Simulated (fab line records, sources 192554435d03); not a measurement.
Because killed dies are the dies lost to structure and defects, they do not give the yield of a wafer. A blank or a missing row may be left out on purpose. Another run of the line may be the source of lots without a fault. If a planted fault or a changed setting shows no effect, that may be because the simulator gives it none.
Chamber matching | flow n5Finfet | rieDiel-03 running N5_GATE_CUT_HM_OPEN_40: 4 sister chambers
The step chemistry C4F6/O2, target SiO2, target depth 139 nm, time 85.1 s. 4 wafers are shown with their chamber, then 12 later ones without.

## WAFERS PAIRED WITH THEIR CHAMBERS
wafer  | chamber | showerheadPlenumPTorr (Torr)
L087.1 | 3       | 2.79
L089.1 | 0       | 2.95
L089.3 | 2       | 2.93
L089.4 | 1       | 2.72

## WAFERS WITHOUT THEIR CHAMBER
wafer  | showerheadPlenumPTorr (Torr)
L090.2 | 2.72
L090.3 | 2.95
L090.5 | 2.72
L093.1 | 2.95
L093.4 | 2.72
L093.6 | 2.93
L094.1 | 2.95
L094.2 | 2.72
L094.3 | 2.93
L097.2 | 2.92
L097.4 | 2.95
L097.5 | 2.72

## CHAMBER TAKEN BY EACH
wafer  | from the rows above | in truth
L090.2 | 1                   | 1
L090.3 | 0                   | 0
L090.5 | 1                   | 1
L093.1 | 0                   | 0
L093.4 | 1                   | 1
L093.6 | 2                   | 2
L094.1 | 0                   | 0
L094.2 | 1                   | 1
L094.3 | 2                   | 2
L097.2 | 2                   | 2
L097.4 | 0                   | 0
L097.5 | 1                   | 1
Placed correctly: 12 of 12. Number that these rows cannot place: 0. 0 placed wrongly.
How it was worked out, from the rows above alone: a wafer's distance from a chamber is the root of the sum, over the readings, of the square of ((its reading less the chamber's mean) divided by the reading's scatter). The wafer belongs to the nearest chamber; if the next one is less than 2 further off, it can't be placed. For every chamber, the mean is computed from those of its wafers that are shown. The scatter: with one shown wafer a chamber, the root of the mean of the squares of how far each hidden wafer lies from its nearest shown one.
